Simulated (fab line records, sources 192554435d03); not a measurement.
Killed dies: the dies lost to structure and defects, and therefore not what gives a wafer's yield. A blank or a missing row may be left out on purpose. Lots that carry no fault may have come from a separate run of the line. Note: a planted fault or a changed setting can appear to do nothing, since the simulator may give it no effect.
Split-lot experiment :: flow n5 finfet :: 39 wafers read across 7 lots, on a route 1938 steps long

## ABOUT THE SPLIT
At N5_DUMMY_GATE_ETCH_32 (etches SiO2 in CF4, target depth 3.5 nm, time 3.9 s), the setting time s was moved away from the recipe's 3.9 s on 18 of the 39 wafers read, by -16.3% to +22.0%. The other wafers ran this setting at the recipe's value.

The reading comes from the split's own step.

## THE READING
etch.depth nm (the simulator's own value, which no gauge read), in nm, at N5_DUMMY_GATE_ETCH_32 (etches SiO2 in CF4, target depth 3.5 nm, time 3.9 s). The file does not state a usual value for it. Across the 21 wafers here that went through the recipe, the average is 3.548 nm and the standard deviation 0.06 nm.

wafer: L077.1
tool, chamber at the split: rie si-06, 3
time s as run, s: 3.9
against the recipe: recipe
etch.depth nm, nm: 3.496
against lot-mates on the recipe: -

wafer: L077.2
tool, chamber at the split: rie si-06, 0
time s as run, s: 3.9
against the recipe: recipe
etch.depth nm, nm: 3.523
against lot-mates on the recipe: -

wafer: L077.3
tool, chamber at the split: rie si-06, 1
time s as run, s: 3.9
against the recipe: recipe
etch.depth nm, nm: 3.618
against lot-mates on the recipe: -

wafer: L077.4
tool, chamber at the split: rie si-06, 2
time s as run, s: 3.53
against the recipe: -9.5%
etch.depth nm, nm: 3.127
against lot-mates on the recipe: -0.419

wafer: L077.5
tool, chamber at the split: rie si-06, 3
time s as run, s: 3.53
against the recipe: -9.5%
etch.depth nm, nm: 3.186
against lot-mates on the recipe: -0.360

wafer: L077.6
tool, chamber at the split: rie si-06, 0
time s as run, s: 3.53
against the recipe: -9.5%
etch.depth nm, nm: 3.149
against lot-mates on the recipe: -0.397

wafer: L081.3
tool, chamber at the split: rie si-02, 1
time s as run, s: 3.9
against the recipe: recipe
etch.depth nm, nm: 3.598
against lot-mates on the recipe: -

wafer: L081.4
tool, chamber at the split: rie si-02, 3
time s as run, s: 3.9
against the recipe: recipe
etch.depth nm, nm: 3.617
against lot-mates on the recipe: -

wafer: L081.6
tool, chamber at the split: rie si-02, 2
time s as run, s: 3.9
against the recipe: recipe
etch.depth nm, nm: 3.493
against lot-mates on the recipe: -

wafer: L083.1
tool, chamber at the split: rie si-01, 0
time s as run, s: 4.757
against the recipe: +22.0%
etch.depth nm, nm: 4.265
against lot-mates on the recipe: +0.783

wafer: L083.2
tool, chamber at the split: rie si-01, 2
time s as run, s: 3.9
against the recipe: recipe
etch.depth nm, nm: 3.477
against lot-mates on the recipe: -

wafer: L083.3
tool, chamber at the split: rie si-01, 3
time s as run, s: 4.757
against the recipe: +22.0%
etch.depth nm, nm: 4.293
against lot-mates on the recipe: +0.811

wafer: L083.4
tool, chamber at the split: rie si-01, 1
time s as run, s: 3.9
against the recipe: recipe
etch.depth nm, nm: 3.43
against lot-mates on the recipe: -

wafer: L083.5
tool, chamber at the split: rie si-01, 2
time s as run, s: 4.757
against the recipe: +22.0%
etch.depth nm, nm: 4.222
against lot-mates on the recipe: +0.740

wafer: L083.6
tool, chamber at the split: rie si-01, 3
time s as run, s: 3.9
against the recipe: recipe
etch.depth nm, nm: 3.538
against lot-mates on the recipe: -

wafer: L088.1
tool, chamber at the split: rie si-06, 1
time s as run, s: 3.616
against the recipe: -7.3%
etch.depth nm, nm: 3.39
against lot-mates on the recipe: -0.138

wafer: L088.2
tool, chamber at the split: rie si-06, 0
time s as run, s: 3.9
against the recipe: recipe
etch.depth nm, nm: 3.556
against lot-mates on the recipe: -

wafer: L088.3
tool, chamber at the split: rie si-06, 2
time s as run, s: 3.9
against the recipe: recipe
etch.depth nm, nm: 3.446
against lot-mates on the recipe: -

wafer: L088.4
tool, chamber at the split: rie si-06, 3
time s as run, s: 3.616
against the recipe: -7.3%
etch.depth nm, nm: 3.328
against lot-mates on the recipe: -0.200

wafer: L088.5
tool, chamber at the split: rie si-06, 3
time s as run, s: 3.616
against the recipe: -7.3%
etch.depth nm, nm: 3.297
against lot-mates on the recipe: -0.231

wafer: L088.6
tool, chamber at the split: rie si-06, 0
time s as run, s: 3.9
against the recipe: recipe
etch.depth nm, nm: 3.581
against lot-mates on the recipe: -

wafer: L091.1
tool, chamber at the split: rie si-02, 3
time s as run, s: 4.382
against the recipe: +12.4%
etch.depth nm, nm: 4.072
against lot-mates on the recipe: +0.510

wafer: L091.2
tool, chamber at the split: rie si-02, 2
time s as run, s: 4.382
against the recipe: +12.4%
etch.depth nm, nm: 3.843
against lot-mates on the recipe: +0.281

wafer: L091.3
tool, chamber at the split: rie si-02, 0
time s as run, s: 3.9
against the recipe: recipe
etch.depth nm, nm: 3.541
against lot-mates on the recipe: -

wafer: L091.4
tool, chamber at the split: rie si-02, 1
time s as run, s: 3.9
against the recipe: recipe
etch.depth nm, nm: 3.569
against lot-mates on the recipe: -

wafer: L091.5
tool, chamber at the split: rie si-02, 2
time s as run, s: 4.382
against the recipe: +12.4%
etch.depth nm, nm: 3.82
against lot-mates on the recipe: +0.258

wafer: L091.6
tool, chamber at the split: rie si-02, 1
time s as run, s: 3.9
against the recipe: recipe
etch.depth nm, nm: 3.577
against lot-mates on the recipe: -

wafer: L094.1
tool, chamber at the split: rie si-06, 2
time s as run, s: 4.189
against the recipe: +7.4%
etch.depth nm, nm: 3.722
against lot-mates on the recipe: +0.174

wafer: L094.2
tool, chamber at the split: rie si-06, 3
time s as run, s: 4.189
against the recipe: +7.4%
etch.depth nm, nm: 3.778
against lot-mates on the recipe: +0.230

wafer: L094.3
tool, chamber at the split: rie si-06, 0
time s as run, s: 4.189
against the recipe: +7.4%
etch.depth nm, nm: 3.82
against lot-mates on the recipe: +0.272

wafer: L094.4
tool, chamber at the split: rie si-06, 1
time s as run, s: 3.9
against the recipe: recipe
etch.depth nm, nm: 3.625
against lot-mates on the recipe: -

wafer: L094.5
tool, chamber at the split: rie si-06, 3
time s as run, s: 3.9
against the recipe: recipe
etch.depth nm, nm: 3.549
against lot-mates on the recipe: -

wafer: L094.6
tool, chamber at the split: rie si-06, 2
time s as run, s: 3.9
against the recipe: recipe
etch.depth nm, nm: 3.47
against lot-mates on the recipe: -

wafer: L095.1
tool, chamber at the split: rie si-02, 1
time s as run, s: 3.9
against the recipe: recipe
etch.depth nm, nm: 3.587
against lot-mates on the recipe: -

wafer: L095.2
tool, chamber at the split: rie si-02, 0
time s as run, s: 3.9
against the recipe: recipe
etch.depth nm, nm: 3.572
against lot-mates on the recipe: -

wafer: L095.3
tool, chamber at the split: rie si-02, 3
time s as run, s: 3.9
against the recipe: recipe
etch.depth nm, nm: 3.648
against lot-mates on the recipe: -

wafer: L095.4
tool, chamber at the split: rie si-02, 2
time s as run, s: 3.264
against the recipe: -16.3%
etch.depth nm, nm: 2.877
against lot-mates on the recipe: -0.725

wafer: L095.5
tool, chamber at the split: rie si-02, 0
time s as run, s: 3.264
against the recipe: -16.3%
etch.depth nm, nm: 2.995
against lot-mates on the recipe: -0.607

wafer: L095.6
tool, chamber at the split: rie si-02, 1
time s as run, s: 3.264
against the recipe: -16.3%
etch.depth nm, nm: 3.029
against lot-mates on the recipe: -0.573

THE FIT
A straight line over all 39 wafers: etch.depth nm changes by +0.0333 nm for each +1% of time s; r = +0.98; the points scatter about the line by 0.067 nm.
The same after taking each lot's own level away (the mean of its wafers on the recipe; 39 wafers): +0.0352 nm for each +1%; r = +0.98; scatter 0.067 nm.
According to that fit, moving time s by its largest amount changes the reading by 0.77 nm.
The lots' own levels span 3.4817 to 3.6023 nm, that is 2.0 times the standard deviation above.
So the lot-to-lot level changes the slope little: the two slopes agree.
Check: with one of the wafers moved furthest among these (+22.0%) left out of the fit, the line predicts +0.755 nm for it against its lot-mates. It came out at +0.783 nm against them.

## ADDITIONAL SPLITS CARRIED BY THESE WAFERS
These wafers also went through other splits before the reading. Each is held against what the fit with the lots' levels taken away leaves over:
other split on the same wafers: N5_DUMMY_GATE_EXPOSE_12 dose mj
wafers away from the commonest value: 12
r with etch.depth nm (lot level and that fit taken away): +0.27

## FILE'S OWN FIT
etch.depth nm changes by +0.0351 nm for each +1% of time s, r = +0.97.
